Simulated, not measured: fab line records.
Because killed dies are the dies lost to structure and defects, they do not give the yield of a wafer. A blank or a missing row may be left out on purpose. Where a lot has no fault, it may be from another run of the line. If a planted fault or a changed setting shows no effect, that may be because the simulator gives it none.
Chamber matching / flow n5-finfet / rie-diel-01 running N5_BEOL_M0_CUTY_DESCUM_61: 4 sister chambers
The step chemistry O2, time 7.9 s. 16 wafers are shown with their chamber, then 8 later ones without.

EACH WAFER AND ITS CHAMBER
wafer=L074.1; chamber=2; throttle-valve-pct (%)=20.86; drypump-motor-current-A (A)=6.4; showerhead-plenum-p-Torr (Torr)=2.10
wafer=L074.4; chamber=0; throttle-valve-pct (%)=20.08; drypump-motor-current-A (A)=5.6; showerhead-plenum-p-Torr (Torr)=2.09
wafer=L074.5; chamber=1; throttle-valve-pct (%)=20.37; drypump-motor-current-A (A)=6.0; showerhead-plenum-p-Torr (Torr)=2.12
wafer=L075.1; chamber=1; throttle-valve-pct (%)=20.41; drypump-motor-current-A (A)=5.9; showerhead-plenum-p-Torr (Torr)=2.12
wafer=L075.4; chamber=2; throttle-valve-pct (%)=20.84; drypump-motor-current-A (A)=6.5; showerhead-plenum-p-Torr (Torr)=2.10
wafer=L075.6; chamber=1; throttle-valve-pct (%)=20.41; drypump-motor-current-A (A)=6.0; showerhead-plenum-p-Torr (Torr)=2.12
wafer=L076.1; chamber=3; throttle-valve-pct (%)=20.19; drypump-motor-current-A (A)=6.4; showerhead-plenum-p-Torr (Torr)=2.24
wafer=L076.5; chamber=1; throttle-valve-pct (%)=20.41; drypump-motor-current-A (A)=6.0; showerhead-plenum-p-Torr (Torr)=2.12
wafer=L076.6; chamber=2; throttle-valve-pct (%)=20.84; drypump-motor-current-A (A)=6.4; showerhead-plenum-p-Torr (Torr)=2.10
wafer=L077.2; chamber=2; throttle-valve-pct (%)=20.87; drypump-motor-current-A (A)=6.4; showerhead-plenum-p-Torr (Torr)=2.10
wafer=L077.5; chamber=2; throttle-valve-pct (%)=20.87; drypump-motor-current-A (A)=6.4; showerhead-plenum-p-Torr (Torr)=2.10
wafer=L077.6; chamber=1; throttle-valve-pct (%)=20.44; drypump-motor-current-A (A)=6.0; showerhead-plenum-p-Torr (Torr)=2.12
wafer=L082.2; chamber=2; throttle-valve-pct (%)=20.89; drypump-motor-current-A (A)=6.4; showerhead-plenum-p-Torr (Torr)=2.09
wafer=L082.3; chamber=1; throttle-valve-pct (%)=20.44; drypump-motor-current-A (A)=6.0; showerhead-plenum-p-Torr (Torr)=2.11
wafer=L082.6; chamber=1; throttle-valve-pct (%)=20.44; drypump-motor-current-A (A)=6.0; showerhead-plenum-p-Torr (Torr)=2.11
wafer=L095.2; chamber=3; throttle-valve-pct (%)=20.23; drypump-motor-current-A (A)=6.4; showerhead-plenum-p-Torr (Torr)=2.23

SIGNATURES (means of the wafers above)
reading=throttle-valve-pct; chamber 0=20.0800; chamber 1=20.4171; chamber 2=20.8617; chamber 3=20.2100; scatter within a chamber=0.0235
reading=drypump-motor-current-A; chamber 0=5.600; chamber 1=5.986; chamber 2=6.417; chamber 3=6.400; scatter within a chamber=0.0375
reading=showerhead-plenum-p-Torr; chamber 0=2.0900; chamber 1=2.1171; chamber 2=2.0983; chamber 3=2.2350; scatter within a chamber=0.0048
Rule: a wafer's distance from a chamber is the root of the sum, over the readings, of the square of ((its reading less the chamber's mean) divided by the reading's scatter). The wafer belongs to the nearest chamber; if the next one is less than 2 further off, it can't be placed. How the scatter is found: for the shown wafers, subtract from each reading the mean of its chamber, square and add these, divide the total by (wafers less chambers), then take the root.

WAFERS WHOSE CHAMBER IS MISSING
wafer=L095.3; throttle-valve-pct (%)=20.15; drypump-motor-current-A (A)=5.7; showerhead-plenum-p-Torr (Torr)=2.07
wafer=L095.4; throttle-valve-pct (%)=20.49; drypump-motor-current-A (A)=6.0; showerhead-plenum-p-Torr (Torr)=2.10
wafer=L096.2; throttle-valve-pct (%)=20.93; drypump-motor-current-A (A)=6.4; showerhead-plenum-p-Torr (Torr)=2.08
wafer=L096.4; throttle-valve-pct (%)=20.22; drypump-motor-current-A (A)=6.4; showerhead-plenum-p-Torr (Torr)=2.23
wafer=L096.6; throttle-valve-pct (%)=20.21; drypump-motor-current-A (A)=6.4; showerhead-plenum-p-Torr (Torr)=2.23
wafer=L097.1; throttle-valve-pct (%)=20.22; drypump-motor-current-A (A)=6.4; showerhead-plenum-p-Torr (Torr)=2.23
wafer=L097.2; throttle-valve-pct (%)=20.49; drypump-motor-current-A (A)=6.0; showerhead-plenum-p-Torr (Torr)=2.10
wafer=L097.4; throttle-valve-pct (%)=20.17; drypump-motor-current-A (A)=5.7; showerhead-plenum-p-Torr (Torr)=2.07

CHAMBER TAKEN BY EACH
wafer=L095.3; from the rows above=0; in truth=0
wafer=L095.4; from the rows above=1; in truth=1
wafer=L096.2; from the rows above=2; in truth=2
wafer=L096.4; from the rows above=3; in truth=3
wafer=L096.6; from the rows above=3; in truth=3
wafer=L097.1; from the rows above=3; in truth=3
wafer=L097.2; from the rows above=1; in truth=1
wafer=L097.4; from the rows above=0; in truth=0
8 of 8 placed correctly. Number that these rows cannot place: 0. Number placed wrongly: 0.
